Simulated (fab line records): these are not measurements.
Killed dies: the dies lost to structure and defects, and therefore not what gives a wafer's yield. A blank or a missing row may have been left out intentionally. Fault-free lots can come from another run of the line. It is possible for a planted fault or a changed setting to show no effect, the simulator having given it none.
Struck lot and sound lot, side by side	flow n5Finfet	14 steps out of a route of 1938
Sound: wafers L704.1, L704.4, L704.5. Struck: wafers L707.2, L707.6. (L707.3 of the same lot was not struck and is left out.) The cause comes at the end.
Order at every step that has rows: each side's tool, ch and its chambers, its first start. Under that, the readings that differ: sound wafers	struck wafers	difference of the means	sigmas: that difference in standard deviations of wafers without a fault.
alike: a reading whose means differ by less than 2 such deviations, as well as words and numbers matching on both sides. not compared: withheld readings; readings where some wafer has no value; bounds like >300 that might hide an equal value; numbers whose values overlap and for which the record gives no deviation.
A row with sigmas, a row that says differs or no value, or rows on one side alone: a step with any of these is where the two part. Numbers that don't overlap but have no deviation are shown without sigmas and don't part them. Lack of a reading on every wafer of one side parts them only where that side has two or more wafers.

first, 8 steps without rows for these wafers: N5_BEOL_M13_COAT_66 (time 60 s, resist thk 110 nm); N5_BEOL_M13_COAT_22 (resist thk 300 nm); N5_BEOL_M13_EBR_24; N5_BEOL_M13_SOFTBAKE_23 (time 60 s); N5_BEOL_M13_EXPOSE_25 (exposes mask M13, target cd 210 nm); N5_BEOL_M13_PEB_26 (peb time 90 s); N5_BEOL_M13_DEVELOP_27 (develop time 45 s); N5_BEOL_M13_HARDBAKE_32 (time 120 s).
N5_BEOL_M13_CD_MEAS_28 targets a cd of 209.5 nm.
  sound on cdSem-03 ch 0, day 11 20:14; struck on cdSem-01 ch 0, day 12 20:25
  alike: cdNm
N5_BEOL_M13_OVL_MEAS_29:
  sound on overlay-02 ch 0, day 11 20:16; struck on overlay-01 ch 0, day 12 20:26
  alike: M13_OVL
N5_BEOL_M13_INSPECT_30: inspects for defects (macro).
  sound on defectInspect-01, day 11 20:17; struck on defectInspect-02, day 12 20:28
  alike: rawDefectCount
N5_BEOL_M13_DESCUM_33: chemistry O2, time 7.9 s.
  sound on rieDiel-01 ch 0,2, day 11 20:20; struck on rieDiel-02 ch 0, day 12 20:32
reading	sound	struck	difference	sigmas
oesProductAu (a.u.)	0.77 0.70 0.70	0.93 0.93	+0.21	+2
showerheadPlenumPTorr (Torr)	2.12 2.05 2.05	2.22 2.22	+0.15	+2
  alike: drypumpMotorCurrentA, rfVppV, throttleValvePct
  not compared: rfHoursCounterH
N5_BEOL_M13_ETCH_67: etches SiARC in CF4, target depth 143 nm, time 238.3 s.
  sound on rieDiel-01 ch 0,2, day 11 20:22; struck on rieDiel-02 ch 0, day 12 20:35
reading	sound	struck	difference	sigmas
cf4FlowSccm (sccm)	99.9 100.3 100.1	70.0 70.1	-30.0	-88
throttleValvePct (%)	15.90 15.48 15.48	14.42 14.43	-1.20	-5
  alike: drypumpMotorCurrentA, etchRfOnTimeS, oesProductAu, rfVppV, showerheadPlenumPTorr
  not compared: rfHoursCounterH
N5_BEOL_M13_ETCH_68: etches SOC in N2/H2, time 355 s.
  sound on rieDiel-01 ch 0,2, day 11 20:31; struck on rieDiel-02 ch 0, day 12 20:43
reading	sound	struck	difference	sigmas
oesProductAu (a.u.)	0.77 0.72 0.71	0.93 0.93	+0.20	+2
showerheadPlenumPTorr (Torr)	2.54 2.53 2.53	2.70 2.70	+0.17	+2
  alike: drypumpMotorCurrentA, rfVppV, throttleValvePct
  not compared: rfHoursCounterH

## WHERE THEY PART
Last at N5_BEOL_M13_ETCH_68 as far as this record goes, first at N5_BEOL_M13_DESCUM_33.

WHY: what the simulator had put in
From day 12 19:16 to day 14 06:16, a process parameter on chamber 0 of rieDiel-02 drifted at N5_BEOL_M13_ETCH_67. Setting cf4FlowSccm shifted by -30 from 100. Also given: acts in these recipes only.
